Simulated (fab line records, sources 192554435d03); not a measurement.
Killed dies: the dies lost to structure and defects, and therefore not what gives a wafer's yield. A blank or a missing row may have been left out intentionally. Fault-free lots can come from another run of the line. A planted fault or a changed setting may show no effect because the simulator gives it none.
What tool caused it? || flow n5_finfet || 72 wafers from 24 lots sampled at 6 of the route's 1938 steps

## WHAT THE GAUGES READ, wafer by wafer
N5_SD_EPI_N_INSPECT_11: inspects for defects (macro).
{"lot": "L074", "measured": "day 3 00:28", "on": "defect_inspect-01", "raw_defect_count": "2 2 6"}
{"lot": "L075", "measured": "day 3 07:52", "on": "defect_inspect-01", "raw_defect_count": "2 0 2"}
{"lot": "L076", "measured": "day 3 11:50", "on": "defect_inspect-01", "raw_defect_count": "2 1 2"}
{"lot": "L077", "measured": "day 3 17:53", "on": "defect_inspect-01", "raw_defect_count": "1 3 1"}
{"lot": "L078", "measured": "day 3 22:59", "on": "defect_inspect-01", "raw_defect_count": "3 3 1"}
{"lot": "L079", "measured": "day 4 05:37", "on": "defect_inspect-01", "raw_defect_count": "4 1 3"}
{"lot": "L080", "measured": "day 4 13:38", "on": "defect_inspect-02", "raw_defect_count": "0 3 1"}
{"lot": "L081", "measured": "day 4 20:21", "on": "defect_inspect-01", "raw_defect_count": "6 2 3"}
{"lot": "L082", "measured": "day 5 02:14", "on": "defect_inspect-02", "raw_defect_count": "4 3 1"}
{"lot": "L083", "measured": "day 5 08:53", "on": "defect_inspect-02", "raw_defect_count": "4 0 3"}
{"lot": "L084", "measured": "day 5 12:58", "on": "defect_inspect-01", "raw_defect_count": "3 1 4"}
{"lot": "L085", "measured": "day 5 21:37", "on": "defect_inspect-01", "raw_defect_count": "2 4 3"}
{"lot": "L086", "measured": "day 6 02:51", "on": "defect_inspect-01", "raw_defect_count": "4 0 2"}
{"lot": "L087", "measured": "day 6 08:09", "on": "defect_inspect-01", "raw_defect_count": "3 1 1"}
{"lot": "L088", "measured": "day 6 11:50", "on": "defect_inspect-01", "raw_defect_count": "2 1 2"}
{"lot": "L089", "measured": "day 6 19:23", "on": "defect_inspect-01", "raw_defect_count": "2 1 3"}
{"lot": "L090", "measured": "day 7 00:37", "on": "defect_inspect-01", "raw_defect_count": "1 1 2"}
{"lot": "L091", "measured": "day 7 06:32", "on": "defect_inspect-01", "raw_defect_count": "1 1 1"}
{"lot": "L092", "measured": "day 7 12:37", "on": "defect_inspect-02", "raw_defect_count": "3 6 4"}
{"lot": "L093", "measured": "day 7 19:48", "on": "defect_inspect-01", "raw_defect_count": "3 3 1"}
{"lot": "L094", "measured": "day 7 23:58", "on": "defect_inspect-01", "raw_defect_count": "2 4 3"}
{"lot": "L095", "measured": "day 8 11:27", "on": "defect_inspect-02", "raw_defect_count": "1 2 3"}
{"lot": "L096", "measured": "day 8 17:38", "on": "defect_inspect-01", "raw_defect_count": "1 4 4"}
{"lot": "L097", "measured": "day 8 23:32", "on": "defect_inspect-01", "raw_defect_count": "0 3 1"}

N5_SD_EPI_P_OVL_MEAS_10.
{"lot": "L074", "measured": "day 3 04:56", "on": "overlay-01", "SD_P_BLK_OVL (nm)": "1.0 0.4 0.5"}
{"lot": "L075", "measured": "day 3 12:14", "on": "overlay-02", "SD_P_BLK_OVL (nm)": "-0.2 -1.0 -0.1"}
{"lot": "L076", "measured": "day 3 16:18", "on": "overlay-02", "SD_P_BLK_OVL (nm)": "1.0 -0.3 -0.3"}
{"lot": "L077", "measured": "day 3 23:04", "on": "overlay-02", "SD_P_BLK_OVL (nm)": "-1.3 0.9 -0.3"}
{"lot": "L078", "measured": "day 4 04:44", "on": "overlay-02", "SD_P_BLK_OVL (nm)": "0.2 0.2 0.3"}
{"lot": "L079", "measured": "day 4 10:47", "on": "overlay-01", "SD_P_BLK_OVL (nm)": "-0.8 0.4 -0.4"}
{"lot": "L080", "measured": "day 4 18:04", "on": "overlay-02", "SD_P_BLK_OVL (nm)": "1.8 0.9 1.3"}
{"lot": "L081", "measured": "day 5 01:01", "on": "overlay-02", "SD_P_BLK_OVL (nm)": "2.0 0.6 0.1"}
{"lot": "L082", "measured": "day 5 08:08", "on": "overlay-01", "SD_P_BLK_OVL (nm)": "-1.0 -0.7 2.0"}
{"lot": "L083", "measured": "day 5 14:12", "on": "overlay-01", "SD_P_BLK_OVL (nm)": "-0.3 0.3 -0.5"}
{"lot": "L084", "measured": "day 5 18:19", "on": "overlay-02", "SD_P_BLK_OVL (nm)": "-0.3 -0.4 -1.0"}
{"lot": "L085", "measured": "day 6 01:55", "on": "overlay-02", "SD_P_BLK_OVL (nm)": "-0.5 -1.0 -0.9"}
{"lot": "L086", "measured": "day 6 07:16", "on": "overlay-02", "SD_P_BLK_OVL (nm)": "0.8 0.1 0.1"}
{"lot": "L087", "measured": "day 6 12:46", "on": "overlay-02", "SD_P_BLK_OVL (nm)": "-1.2 0.2 0.5"}
{"lot": "L088", "measured": "day 6 16:59", "on": "overlay-01", "SD_P_BLK_OVL (nm)": "0.2 1.3 0.4"}
{"lot": "L089", "measured": "day 6 23:58", "on": "overlay-01", "SD_P_BLK_OVL (nm)": "-0.2 0.9 1.1"}
{"lot": "L090", "measured": "day 7 05:07", "on": "overlay-01", "SD_P_BLK_OVL (nm)": "-0.2 0.2 -0.6"}
{"lot": "L091", "measured": "day 7 11:47", "on": "overlay-02", "SD_P_BLK_OVL (nm)": "1.1 0.9 -0.1"}
{"lot": "L092", "measured": "day 7 17:54", "on": "overlay-01", "SD_P_BLK_OVL (nm)": "-0.3 0.0 -0.5"}
{"lot": "L093", "measured": "day 8 00:14", "on": "overlay-01", "SD_P_BLK_OVL (nm)": "-1.2 -0.9 -1.0"}
{"lot": "L094", "measured": "day 8 04:19", "on": "overlay-01", "SD_P_BLK_OVL (nm)": "0.0 0.0 -0.7"}
{"lot": "L095", "measured": "day 8 16:44", "on": "overlay-01", "SD_P_BLK_OVL (nm)": "-0.5 -0.1 0.9"}
{"lot": "L096", "measured": "day 8 22:25", "on": "overlay-01", "SD_P_BLK_OVL (nm)": "1.2 0.9 0.6"}
{"lot": "L097", "measured": "day 9 04:08", "on": "overlay-02", "SD_P_BLK_OVL (nm)": "1.1 -0.1 0.6"}

N5_SD_EPI_P_INSPECT_26: inspects for defects (darkfield).
{"lot": "L074", "measured": "day 3 08:47", "on": "defect_inspect-02", "raw_defect_count": "244 189 194"}
{"lot": "L075", "measured": "day 3 16:09", "on": "defect_inspect-02", "raw_defect_count": "121 161 221"}
{"lot": "L076", "measured": "day 3 20:55", "on": "defect_inspect-01", "raw_defect_count": "133 151 144"}
{"lot": "L077", "measured": "day 4 02:53", "on": "defect_inspect-02", "raw_defect_count": "119 215 148"}
{"lot": "L078", "measured": "day 4 09:36", "on": "defect_inspect-02", "raw_defect_count": "213 161 214"}
{"lot": "L079", "measured": "day 4 14:58", "on": "defect_inspect-01", "raw_defect_count": "200 221 199"}
{"lot": "L080", "measured": "day 4 22:07", "on": "defect_inspect-01", "raw_defect_count": "153 201 178"}
{"lot": "L081", "measured": "day 5 04:47", "on": "defect_inspect-01", "raw_defect_count": "140 153 163"}
{"lot": "L082", "measured": "day 5 13:58", "on": "defect_inspect-01", "raw_defect_count": "235 192 218"}
{"lot": "L083", "measured": "day 5 17:59", "on": "defect_inspect-01", "raw_defect_count": "139 188 173"}
{"lot": "L084", "measured": "day 5 22:05", "on": "defect_inspect-01", "raw_defect_count": "181 243 177"}
{"lot": "L085", "measured": "day 6 05:42", "on": "defect_inspect-01", "raw_defect_count": "168 215 255"}
{"lot": "L086", "measured": "day 6 11:02", "on": "defect_inspect-02", "raw_defect_count": "164 212 158"}
{"lot": "L087", "measured": "day 6 16:38", "on": "defect_inspect-02", "raw_defect_count": "184 251 239"}
{"lot": "L088", "measured": "day 6 21:35", "on": "defect_inspect-02", "raw_defect_count": "196 229 190"}
{"lot": "L089", "measured": "day 7 04:36", "on": "defect_inspect-02", "raw_defect_count": "236 215 228"}
{"lot": "L090", "measured": "day 7 09:03", "on": "defect_inspect-01", "raw_defect_count": "139 170 175"}
{"lot": "L091", "measured": "day 7 15:34", "on": "defect_inspect-01", "raw_defect_count": "171 165 142"}
{"lot": "L092", "measured": "day 7 21:44", "on": "defect_inspect-01", "raw_defect_count": "133 161 185"}
{"lot": "L093", "measured": "day 8 04:13", "on": "defect_inspect-02", "raw_defect_count": "202 239 224"}
{"lot": "L094", "measured": "day 8 08:06", "on": "defect_inspect-02", "raw_defect_count": "203 199 194"}
{"lot": "L095", "measured": "day 8 20:31", "on": "defect_inspect-01", "raw_defect_count": "172 132 191"}
{"lot": "L096", "measured": "day 9 02:27", "on": "defect_inspect-02", "raw_defect_count": "149 160 129"}
{"lot": "L097", "measured": "day 9 07:55", "on": "defect_inspect-01", "raw_defect_count": "180 189 178"}

N5_ILD0_THK_MEAS_13.
{"lot": "L074", "measured": "day 3 15:46", "on": "film_metro-02", "thk_nm (nm)": "17.9 16.7 17.5"}
{"lot": "L075", "measured": "day 3 23:08", "on": "film_metro-01", "thk_nm (nm)": "18.5 18.2 18.1"}
{"lot": "L076", "measured": "day 4 04:00", "on": "film_metro-02", "thk_nm (nm)": "17.7 17.2 17.9"}
{"lot": "L077", "measured": "day 4 09:53", "on": "film_metro-02", "thk_nm (nm)": "18.1 17.8 17.0"}
{"lot": "L078", "measured": "day 4 16:56", "on": "film_metro-02", "thk_nm (nm)": "19.1 19.1 18.9"}
{"lot": "L079", "measured": "day 4 22:29", "on": "film_metro-02", "thk_nm (nm)": "18.4 18.5 19.7"}
{"lot": "L080", "measured": "day 5 05:41", "on": "film_metro-02", "thk_nm (nm)": "20.4 20.5 20.6"}
{"lot": "L081", "measured": "day 5 12:04", "on": "film_metro-01", "thk_nm (nm)": "16.5 19.0 19.1"}
{"lot": "L082", "measured": "day 5 20:58", "on": "film_metro-01", "thk_nm (nm)": "17.0 16.9 16.5"}
{"lot": "L083", "measured": "day 6 01:16", "on": "film_metro-02", "thk_nm (nm)": "16.0 17.3 16.3"}
{"lot": "L084", "measured": "day 6 05:27", "on": "film_metro-01", "thk_nm (nm)": "18.8 18.4 19.7"}
{"lot": "L085", "measured": "day 6 12:55", "on": "film_metro-01", "thk_nm (nm)": "18.2 17.0 16.8"}
{"lot": "L086", "measured": "day 6 18:07", "on": "film_metro-01", "thk_nm (nm)": "17.3 17.3 17.5"}
{"lot": "L087", "measured": "day 6 23:40", "on": "film_metro-01", "thk_nm (nm)": "19.0 19.3 17.5"}
{"lot": "L088", "measured": "day 7 04:35", "on": "film_metro-02", "thk_nm (nm)": "17.5 16.2 16.6"}
{"lot": "L089", "measured": "day 7 11:37", "on": "film_metro-02", "thk_nm (nm)": "16.8 16.8 15.6"}
{"lot": "L090", "measured": "day 7 16:16", "on": "film_metro-02", "thk_nm (nm)": "18.9 17.2 19.1"}
{"lot": "L091", "measured": "day 7 22:33", "on": "film_metro-01", "thk_nm (nm)": "17.8 17.5 18.9"}
{"lot": "L092", "measured": "day 8 04:49", "on": "film_metro-02", "thk_nm (nm)": "18.4 18.7 18.9"}
{"lot": "L093", "measured": "day 8 11:52", "on": "film_metro-01", "thk_nm (nm)": "17.7 16.6 17.6"}
{"lot": "L094", "measured": "day 8 16:26", "on": "film_metro-01", "thk_nm (nm)": "17.1 17.1 17.4"}
{"lot": "L095", "measured": "day 9 03:41", "on": "film_metro-02", "thk_nm (nm)": "19.2 19.3 20.1"}
{"lot": "L096", "measured": "day 9 10:35", "on": "film_metro-01", "thk_nm (nm)": "17.1 17.2 18.2"}
{"lot": "L097", "measured": "day 9 16:55", "on": "film_metro-02", "thk_nm (nm)": "18.8 18.0 18.4"}

N5_SDB_OVL_MEAS_12.
{"lot": "L074", "measured": "day 3 16:11", "on": "overlay-01", "SDB_OVL (nm)": "0.0 0.7 0.5"}
{"lot": "L075", "measured": "day 3 23:34", "on": "overlay-02", "SDB_OVL (nm)": "-0.9 -0.9 -1.0"}
{"lot": "L076", "measured": "day 4 04:32", "on": "overlay-02", "SDB_OVL (nm)": "-0.6 0.1 -1.2"}
{"lot": "L077", "measured": "day 4 10:26", "on": "overlay-01", "SDB_OVL (nm)": "-0.9 0.7 0.7"}
{"lot": "L078", "measured": "day 4 17:29", "on": "overlay-02", "SDB_OVL (nm)": "1.1 -1.2 0.9"}
{"lot": "L079", "measured": "day 4 22:55", "on": "overlay-01", "SDB_OVL (nm)": "0.1 -0.4 0.0"}
{"lot": "L080", "measured": "day 5 06:14", "on": "overlay-02", "SDB_OVL (nm)": "-0.8 -0.6 0.3"}
{"lot": "L081", "measured": "day 5 12:36", "on": "overlay-01", "SDB_OVL (nm)": "-0.1 1.3 1.2"}
{"lot": "L082", "measured": "day 5 21:30", "on": "overlay-02", "SDB_OVL (nm)": "0.1 -0.2 -0.4"}
{"lot": "L083", "measured": "day 6 01:40", "on": "overlay-02", "SDB_OVL (nm)": "0.5 0.8 1.1"}
{"lot": "L084", "measured": "day 6 06:00", "on": "overlay-01", "SDB_OVL (nm)": "0.8 0.2 -0.3"}
{"lot": "L085", "measured": "day 6 13:28", "on": "overlay-01", "SDB_OVL (nm)": "-0.8 0.2 0.4"}
{"lot": "L086", "measured": "day 6 18:41", "on": "overlay-02", "SDB_OVL (nm)": "-1.5 -1.3 -0.9"}
{"lot": "L087", "measured": "day 7 00:13", "on": "overlay-02", "SDB_OVL (nm)": "-0.2 1.2 0.9"}
{"lot": "L088", "measured": "day 7 05:10", "on": "overlay-02", "SDB_OVL (nm)": "0.6 -0.7 -0.4"}
{"lot": "L089", "measured": "day 7 12:10", "on": "overlay-02", "SDB_OVL (nm)": "0.5 -0.3 0.2"}
{"lot": "L090", "measured": "day 7 16:41", "on": "overlay-01", "SDB_OVL (nm)": "0.0 -0.5 0.7"}
{"lot": "L091", "measured": "day 7 23:05", "on": "overlay-01", "SDB_OVL (nm)": "0.8 1.4 0.6"}
{"lot": "L092", "measured": "day 8 05:14", "on": "overlay-01", "SDB_OVL (nm)": "0.4 -0.4 0.2"}
{"lot": "L093", "measured": "day 8 12:25", "on": "overlay-02", "SDB_OVL (nm)": "-0.2 0.0 -0.6"}
{"lot": "L094", "measured": "day 8 16:52", "on": "overlay-02", "SDB_OVL (nm)": "-0.2 0.0 0.7"}
{"lot": "L095", "measured": "day 9 04:14", "on": "overlay-02", "SDB_OVL (nm)": "-0.1 0.2 -0.1"}
{"lot": "L096", "measured": "day 9 11:00", "on": "overlay-01", "SDB_OVL (nm)": "1.2 0.0 -0.4"}
{"lot": "L097", "measured": "day 9 17:20", "on": "overlay-01", "SDB_OVL (nm)": "-0.7 -1.0 -0.4"}

## TOOL THAT RAN EACH LOT (tool first, then ch and the chambers of the sampled wafers, then the start)
{"lot": "L074", "N5_SD_EPI_P_ETCH_37": "rie_diel-01 ch 1,2,3, day 3 05:09"}
{"lot": "L075", "N5_SD_EPI_P_ETCH_37": "rie_diel-02 ch 1,2,3, day 3 12:23"}
{"lot": "L076", "N5_SD_EPI_P_ETCH_37": "rie_diel-01 ch 0,2, day 3 16:27"}
{"lot": "L077", "N5_SD_EPI_P_ETCH_37": "rie_diel-01 ch 0,1,2, day 3 23:13"}
{"lot": "L078", "N5_SD_EPI_P_ETCH_37": "rie_diel-02 ch 1,2, day 4 05:08"}
{"lot": "L079", "N5_SD_EPI_P_ETCH_37": "rie_diel-02 ch 0,1, day 4 11:20"}
{"lot": "L080", "N5_SD_EPI_P_ETCH_37": "rie_diel-05 ch 0,1,3, day 4 18:29"}
{"lot": "L081", "N5_SD_EPI_P_ETCH_37": "rie_diel-01 ch 1,2, day 5 01:10"}
{"lot": "L082", "N5_SD_EPI_P_ETCH_37": "rie_diel-02 ch 0,2, day 5 08:23"}
{"lot": "L083", "N5_SD_EPI_P_ETCH_37": "rie_diel-01 ch 1,2,3, day 5 14:21"}
{"lot": "L084", "N5_SD_EPI_P_ETCH_37": "rie_diel-01 ch 0,3, day 5 18:28"}
{"lot": "L085", "N5_SD_EPI_P_ETCH_37": "rie_diel-01 ch 0,2, day 6 02:04"}
{"lot": "L086", "N5_SD_EPI_P_ETCH_37": "rie_diel-02 ch 0,1,3, day 6 07:25"}
{"lot": "L087", "N5_SD_EPI_P_ETCH_37": "rie_diel-01 ch 0,1, day 6 13:01"}
{"lot": "L088", "N5_SD_EPI_P_ETCH_37": "rie_diel-01 ch 0,1, day 6 17:08"}
{"lot": "L089", "N5_SD_EPI_P_ETCH_37": "rie_diel-02 ch 1,3, day 7 00:07"}
{"lot": "L090", "N5_SD_EPI_P_ETCH_37": "rie_diel-02 ch 0,3, day 7 05:16"}
{"lot": "L091", "N5_SD_EPI_P_ETCH_37": "rie_diel-05 ch 0,1,3, day 7 11:56"}
{"lot": "L092", "N5_SD_EPI_P_ETCH_37": "rie_diel-02 ch 0,1,3, day 7 18:04"}
{"lot": "L093", "N5_SD_EPI_P_ETCH_37": "rie_diel-01 ch 1,2,3, day 8 00:23"}
{"lot": "L094", "N5_SD_EPI_P_ETCH_37": "rie_diel-02 ch 0,1,2, day 8 04:28"}
{"lot": "L095", "N5_SD_EPI_P_ETCH_37": "rie_diel-01 ch 0,1,3, day 8 16:53"}
{"lot": "L096", "N5_SD_EPI_P_ETCH_37": "rie_diel-02 ch 0,1,2, day 8 22:50"}
{"lot": "L097", "N5_SD_EPI_P_ETCH_37": "rie_diel-05 ch 0,2, day 9 04:17"}
- N5_SD_EPI_P_ETCH_37: etches SOC in N2/H2, overetch 108 nm, time 486 s.

## WHAT THE TOOLS THEMSELVES READ (means of the sampled wafers that have a number; where no wafer has one, the mark that the record gives instead)
N5_SD_EPI_P_ETCH_37.
{"lot": "L074", "tool": "rie_diel-01", "drypump_motor_current_A (A)": 5.8, "h2_flow_sccm (sccm)": 199.7, "oes_product_au (a.u.)": 0.67, "rf_vpp_V (V)": 241.1, "showerhead_plenum_p_Torr (Torr)": 2.54, "throttle_valve_pct (%)": 23.92}
{"lot": "L075", "tool": "rie_diel-02", "drypump_motor_current_A (A)": 6.1, "h2_flow_sccm (sccm)": 199.7, "oes_product_au (a.u.)": 0.67, "rf_vpp_V (V)": 241.1, "showerhead_plenum_p_Torr (Torr)": 2.57, "throttle_valve_pct (%)": 23.91}
{"lot": "L076", "tool": "rie_diel-01", "drypump_motor_current_A (A)": 5.8, "h2_flow_sccm (sccm)": 199.3, "oes_product_au (a.u.)": 0.64, "rf_vpp_V (V)": 241.3, "showerhead_plenum_p_Torr (Torr)": 2.63, "throttle_valve_pct (%)": 23.94}
{"lot": "L077", "tool": "rie_diel-01", "drypump_motor_current_A (A)": 5.9, "h2_flow_sccm (sccm)": 200.4, "oes_product_au (a.u.)": 0.63, "rf_vpp_V (V)": 241.8, "showerhead_plenum_p_Torr (Torr)": 2.59, "throttle_valve_pct (%)": 23.75}
{"lot": "L078", "tool": "rie_diel-02", "drypump_motor_current_A (A)": 6.4, "h2_flow_sccm (sccm)": 199.7, "oes_product_au (a.u.)": 0.66, "rf_vpp_V (V)": 240.1, "showerhead_plenum_p_Torr (Torr)": 2.56, "throttle_valve_pct (%)": 24.13}
{"lot": "L079", "tool": "rie_diel-02", "drypump_motor_current_A (A)": 5.7, "h2_flow_sccm (sccm)": 199.9, "oes_product_au (a.u.)": 0.72, "rf_vpp_V (V)": 241.9, "showerhead_plenum_p_Torr (Torr)": 2.57, "throttle_valve_pct (%)": 23.93}
{"lot": "L080", "tool": "rie_diel-05", "drypump_motor_current_A (A)": 6.0, "h2_flow_sccm (sccm)": 200.1, "oes_product_au (a.u.)": 0.77, "rf_vpp_V (V)": 241.6, "showerhead_plenum_p_Torr (Torr)": 2.61, "throttle_valve_pct (%)": 23.67}
{"lot": "L081", "tool": "rie_diel-01", "drypump_motor_current_A (A)": 5.8, "h2_flow_sccm (sccm)": 199.7, "oes_product_au (a.u.)": 0.63, "rf_vpp_V (V)": 241.2, "showerhead_plenum_p_Torr (Torr)": 2.56, "throttle_valve_pct (%)": 23.76}
{"lot": "L082", "tool": "rie_diel-02", "drypump_motor_current_A (A)": 5.7, "h2_flow_sccm (sccm)": 199.9, "oes_product_au (a.u.)": 0.70, "rf_vpp_V (V)": 241.5, "showerhead_plenum_p_Torr (Torr)": 2.59, "throttle_valve_pct (%)": 23.82}
{"lot": "L083", "tool": "rie_diel-01", "drypump_motor_current_A (A)": 5.7, "h2_flow_sccm (sccm)": 199.7, "oes_product_au (a.u.)": 0.66, "rf_vpp_V (V)": 241.0, "showerhead_plenum_p_Torr (Torr)": 2.54, "throttle_valve_pct (%)": 23.95}
{"lot": "L084", "tool": "rie_diel-01", "drypump_motor_current_A (A)": 6.1, "h2_flow_sccm (sccm)": 201.0, "oes_product_au (a.u.)": 0.65, "rf_vpp_V (V)": 240.2, "showerhead_plenum_p_Torr (Torr)": 2.56, "throttle_valve_pct (%)": 23.74}
{"lot": "L085", "tool": "rie_diel-01", "drypump_motor_current_A (A)": 5.8, "h2_flow_sccm (sccm)": 200.6, "oes_product_au (a.u.)": 0.62, "rf_vpp_V (V)": 242.1, "showerhead_plenum_p_Torr (Torr)": 2.62, "throttle_valve_pct (%)": 23.96}
{"lot": "L086", "tool": "rie_diel-02", "drypump_motor_current_A (A)": 5.8, "h2_flow_sccm (sccm)": 200.1, "oes_product_au (a.u.)": 0.69, "rf_vpp_V (V)": 240.0, "showerhead_plenum_p_Torr (Torr)": 2.56, "throttle_valve_pct (%)": 23.89}
{"lot": "L087", "tool": "rie_diel-01", "drypump_motor_current_A (A)": 6.1, "h2_flow_sccm (sccm)": 199.5, "oes_product_au (a.u.)": 0.62, "rf_vpp_V (V)": 240.6, "showerhead_plenum_p_Torr (Torr)": 2.54, "throttle_valve_pct (%)": 23.57}
{"lot": "L088", "tool": "rie_diel-01", "drypump_motor_current_A (A)": 6.0, "h2_flow_sccm (sccm)": 199.2, "oes_product_au (a.u.)": 0.62, "rf_vpp_V (V)": 240.5, "showerhead_plenum_p_Torr (Torr)": 2.54, "throttle_valve_pct (%)": 23.58}
{"lot": "L089", "tool": "rie_diel-02", "drypump_motor_current_A (A)": 5.9, "h2_flow_sccm (sccm)": 199.5, "oes_product_au (a.u.)": 0.68, "rf_vpp_V (V)": 241.0, "showerhead_plenum_p_Torr (Torr)": 2.55, "throttle_valve_pct (%)": 23.84}
{"lot": "L090", "tool": "rie_diel-02", "drypump_motor_current_A (A)": 5.5, "h2_flow_sccm (sccm)": 200.3, "oes_product_au (a.u.)": 0.71, "rf_vpp_V (V)": 241.2, "showerhead_plenum_p_Torr (Torr)": 2.57, "throttle_valve_pct (%)": 23.74}
{"lot": "L091", "tool": "rie_diel-05", "drypump_motor_current_A (A)": 6.0, "h2_flow_sccm (sccm)": 199.8, "oes_product_au (a.u.)": 0.74, "rf_vpp_V (V)": 240.6, "showerhead_plenum_p_Torr (Torr)": 2.60, "throttle_valve_pct (%)": 23.69}
{"lot": "L092", "tool": "rie_diel-02", "drypump_motor_current_A (A)": 5.8, "h2_flow_sccm (sccm)": 199.3, "oes_product_au (a.u.)": 0.68, "rf_vpp_V (V)": 241.0, "showerhead_plenum_p_Torr (Torr)": 2.55, "throttle_valve_pct (%)": 23.91}
{"lot": "L093", "tool": "rie_diel-01", "drypump_motor_current_A (A)": 5.8, "h2_flow_sccm (sccm)": 200.0, "oes_product_au (a.u.)": 0.65, "rf_vpp_V (V)": 240.6, "showerhead_plenum_p_Torr (Torr)": 2.53, "throttle_valve_pct (%)": 23.96}
{"lot": "L094", "tool": "rie_diel-02", "drypump_motor_current_A (A)": 6.0, "h2_flow_sccm (sccm)": 200.4, "oes_product_au (a.u.)": 0.75, "rf_vpp_V (V)": 240.4, "showerhead_plenum_p_Torr (Torr)": 2.56, "throttle_valve_pct (%)": 23.91}
{"lot": "L095", "tool": "rie_diel-01", "drypump_motor_current_A (A)": 6.0, "h2_flow_sccm (sccm)": 200.2, "oes_product_au (a.u.)": 0.64, "rf_vpp_V (V)": 239.9, "showerhead_plenum_p_Torr (Torr)": 2.52, "throttle_valve_pct (%)": 23.79}
{"lot": "L096", "tool": "rie_diel-02", "drypump_motor_current_A (A)": 6.1, "h2_flow_sccm (sccm)": 200.0, "oes_product_au (a.u.)": 0.74, "rf_vpp_V (V)": 241.3, "showerhead_plenum_p_Torr (Torr)": 2.56, "throttle_valve_pct (%)": 23.92}
{"lot": "L097", "tool": "rie_diel-05", "drypump_motor_current_A (A)": 5.7, "h2_flow_sccm (sccm)": 200.2, "oes_product_au (a.u.)": 0.75, "rf_vpp_V (V)": 241.8, "showerhead_plenum_p_Torr (Torr)": 2.58, "throttle_valve_pct (%)": 23.83}

## THE ANSWER, worked out from the rows above alone
Rule: usual is defined by the lots themselves. The widest of any qualifying gaps counts: lots, ordered by their means at a reading, are off when they make up no more than a third of the lots, leave a main group of 4 or more, and stand apart from it by 3 or more times the standard deviation of that group's means. If all means in a main group match to the digits the tables above print for the reading, that group is not used. Also off: a lot with no number at a reading for which 4 or more lots have one. All remaining lots with rows at the step are treated as sound. First the gauges in route order, then the tools' own readings, where a lot's mean is used as printed above. The first step at which some lot is off is used, and at that step the reading that is off furthest; a lot without a number counts as furthest.
No lot is off at any reading shown: from this, nothing can be told.

## WHAT WAS PUT IN BY THE SIMULATOR
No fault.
